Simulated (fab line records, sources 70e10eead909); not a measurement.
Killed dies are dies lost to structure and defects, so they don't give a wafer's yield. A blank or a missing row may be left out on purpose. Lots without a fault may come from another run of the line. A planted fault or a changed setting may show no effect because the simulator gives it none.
A struck lot beside a sound one | flow nand_harc | 44 steps out of a route of 1302
Sound: wafers L195.1, L195.4, L195.6. Struck: wafers L190.2, L190.6. (L190.1 of the same lot was not struck and is left out.) The cause comes at the end.
At each step with rows: each side's tool, then ch and its chambers, then its first start. Under that, the readings that differ: sound wafers | struck wafers | difference of the means | sigmas: that difference in standard deviations of wafers without a fault.
alike: readings whose means differ by less than 2 such deviations, and words and numbers that are the same on both sides. not compared: withheld readings, readings that some wafer has no value for, bounds like >300 that may hide the same value, and numbers for which the record gives no deviation and whose values overlap.
The two part at a step that has a row with sigmas, a row that says differs or no value, or rows on one side only. Numbers that don't overlap but have no deviation are shown without sigmas and don't part them. A reading that every wafer of one side lacks parts them only if that side has two wafers or more.

first, 7 steps without rows for these wafers: NHARC_P_GATE_HMDS_39 (time 30 s); NHARC_P_GATE_COAT_40; NHARC_P_GATE_SOFTBAKE_41 (time 95 s); NHARC_P_GATE_EBR_42; NHARC_P_GATE_EXPOSE_43 (exposes mask P NSD, target cd 720 nm); NHARC_P_GATE_PEB_44 (peb time 85 s); NHARC_P_GATE_DEVELOP_45 (time 70 s).
NHARC_P_GATE_CD_MEAS_46: target cd 720 nm.
  sound on cd_sem-01 ch 0, day 14 08:43; struck on cd_sem-02 ch 0, day 12 08:03
  alike: cd_nm
then, 3 steps without rows for these wafers: NHARC_P_GATE_HARDBAKE_47 (time 80 s); NHARC_P_GATE_DESCUM_48 (chemistry O2, time 3 s); NHARC_P_GATE_IMPLANT_49.
NHARC_P_GATE_STRIP_111: strips in N2/H2, time 250 s.
  sound on plasma_asher-02 ch 0, day 14 09:19; struck on plasma_asher-01 ch 1, day 12 08:35
  reading                     | sound       | struck  | difference | sigmas
  drypump_motor_current_A (A) | 5.4 5.4 5.4 | 6.2 6.2 | +0.8       | +3
  heater_power_w (W)          | 95 94 95    | 74 75   | -20        | -2
  not compared: rf_hours_counter_h
NHARC_P_GATE_STRIP_75: strips in O2.
  sound on plasma_asher-02 ch 0, day 14 09:34; struck on plasma_asher-01 ch 1, day 12 08:53
  reading                     | sound       | struck  | difference | sigmas
  drypump_motor_current_A (A) | 5.4 5.4 5.4 | 6.2 6.2 | +0.8       | +3
  heater_power_w (W)          | 356 357 354 | 283 279 | -75        | -2
  not compared: rf_hours_counter_h
then, 9 steps without rows for these wafers: NHARC_P_GATE_STRIP_50 (strips in SPM, time 900 s); NHARC_P_GATE_DEHYDRATE_51 (time 120 s); NHARC_P_GATE_HMDS_52 (time 30 s); NHARC_P_GATE_COAT_53; NHARC_P_GATE_SOFTBAKE_54 (time 95 s); NHARC_P_GATE_EBR_55; NHARC_P_GATE_EXPOSE_56 (exposes mask P PSD, target cd 720 nm); NHARC_P_GATE_PEB_57 (peb time 85 s); NHARC_P_GATE_DEVELOP_58 (time 70 s).
NHARC_P_GATE_CD_MEAS_59: target cd 720 nm.
  sound on cd_sem-02 ch 0, day 14 10:21; struck on cd_sem-01 ch 0, day 12 09:41
  alike: cd_nm
then, 1 step without rows for these wafers: NHARC_P_GATE_HARDBAKE_60 (time 80 s).
NHARC_P_GATE_DESCUM_61: chemistry O2, time 3 s.
  sound on rie_diel-03 ch 1,3, day 14 10:31; struck on rie_diel-03 ch 0,3, day 12 09:50
  alike: drypump_motor_current_A, mfc_ar_sccm, oes_product_au, rf_vpp_V, showerhead_plenum_p_Torr, throttle_valve_pct
  not compared: rf_hours_counter_h
then, 1 step without rows for these wafers: NHARC_P_GATE_IMPLANT_62.
NHARC_P_GATE_STRIP_112: strips in N2/H2, time 200 s.
  sound on plasma_asher-01 ch 0,1, day 14 10:55; struck on plasma_asher-01 ch 0,1, day 12 10:12
  alike: drypump_motor_current_A, heater_power_w
  not compared: rf_hours_counter_h
then, 10 steps without rows for these wafers: NHARC_P_GATE_STRIP_76 (strips in O2); NHARC_P_GATE_STRIP_63 (strips in SPM, time 900 s); NHARC_P_GATE_DEHYDRATE_83 (time 120 s); NHARC_P_GATE_HMDS_84 (time 30 s); NHARC_P_GATE_COAT_85; NHARC_P_GATE_SOFTBAKE_86 (time 95 s); NHARC_P_GATE_EBR_87; NHARC_P_GATE_EXPOSE_88 (exposes mask P HVN, target cd 2000 nm); NHARC_P_GATE_PEB_89 (peb time 85 s); NHARC_P_GATE_DEVELOP_90 (time 70 s).
NHARC_P_GATE_CD_MEAS_91: target cd 2000 nm.
  sound on cd_sem-01 ch 0, day 14 12:11; struck on cd_sem-03 ch 0, day 12 11:23
  alike: cd_nm
then, 1 step without rows for these wafers: NHARC_P_GATE_HARDBAKE_92 (time 80 s).
NHARC_P_GATE_DESCUM_93: chemistry O2, time 3 s.
  sound on rie_diel-12 ch 1,3, day 14 12:22; struck on rie_diel-03 ch 0,3, day 12 11:33
  alike: drypump_motor_current_A, mfc_ar_sccm, oes_product_au, rf_vpp_V, showerhead_plenum_p_Torr, throttle_valve_pct
  not compared: rf_hours_counter_h
then, 1 step without rows for these wafers: NHARC_P_GATE_IMPLANT_94.
NHARC_P_GATE_STRIP_113: strips in N2/H2, time 740 s.
  sound on plasma_asher-02 ch 0,1, day 14 12:43; struck on plasma_asher-02 ch 0,1, day 12 11:55
  alike: drypump_motor_current_A, heater_power_w
  not compared: rf_hours_counter_h
NHARC_P_GATE_INSPECT_68:
  sound on defect_inspect-02, day 14 15:18; struck on defect_inspect-01, day 12 14:27
  reading          | sound       | struck    | difference | sigmas
  raw_defect_count | 185 134 243 | 1223 1138 | +993       | +10
-- the record jumps here: 19 days lie between the struck wafers' starts before and after (it left off in module P_GATE and takes up again in module END, whose first step shown is number 1302 of the route) --
NHARC_END_SORT_01:
  the record has rows for the struck wafers here (prober-02 ch 0, day 31 08:03) and none for the sound ones

WHERE THEY PART
First at NHARC_P_GATE_STRIP_111; last, within this record, at NHARC_END_SORT_01.

WHY: what the simulator had put in
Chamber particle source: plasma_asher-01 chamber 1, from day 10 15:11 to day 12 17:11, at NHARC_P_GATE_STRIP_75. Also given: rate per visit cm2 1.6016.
